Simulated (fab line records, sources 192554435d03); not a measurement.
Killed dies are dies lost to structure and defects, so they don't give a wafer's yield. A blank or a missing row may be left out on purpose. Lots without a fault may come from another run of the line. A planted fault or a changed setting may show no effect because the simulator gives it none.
Chamber matching | flow n5_finfet | N5_STI_FIN_REVEAL_ALD_14 on ald_sin-02: 4 sister chambers
The step deposits Si3N4, target thk 3 nm. 4 wafers are shown with their chamber, then 7 later ones without.

WAFERS WITH THEIR CHAMBER
wafer  | chamber | heater_power_outer_w (W)
L080.5 | 3       | 425
L082.5 | 0       | 544
L086.1 | 1       | 484
L086.3 | 2       | 456

WAFERS WITHOUT THEIR CHAMBER
wafer  | heater_power_outer_w (W)
L086.4 | 553
L090.1 | 490
L090.3 | 573
L090.5 | 454
L092.3 | 461
L092.4 | 494
L092.6 | 459

WHICH CHAMBER EACH WENT THROUGH
wafer  | from the rows above     | in truth
L086.4 | 0                       | 0
L090.1 | 1                       | 1
L090.3 | 0                       | 0
L090.5 | 2                       | 2
L092.3 | can't be placed: 2 or 1 | 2
L092.4 | 1                       | 1
L092.6 | can't be placed: 2 or 1 | 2
Placed correctly: 5 of 7. Can't be placed from these rows: 2 (the true chamber is among the candidates in 2). Placed wrongly: 0.
How it was worked out, from the rows above alone: a wafer's distance from a chamber is the root of the sum, over the readings, of the square of ((its reading less the chamber's mean) divided by the reading's scatter). The wafer belongs to the nearest chamber; if the next one is less than 2 further off, it can't be placed. A chamber's mean is the mean of its shown wafers. The scatter: with one shown wafer a chamber, the root of the mean of the squares of how far each hidden wafer lies from its nearest shown one.
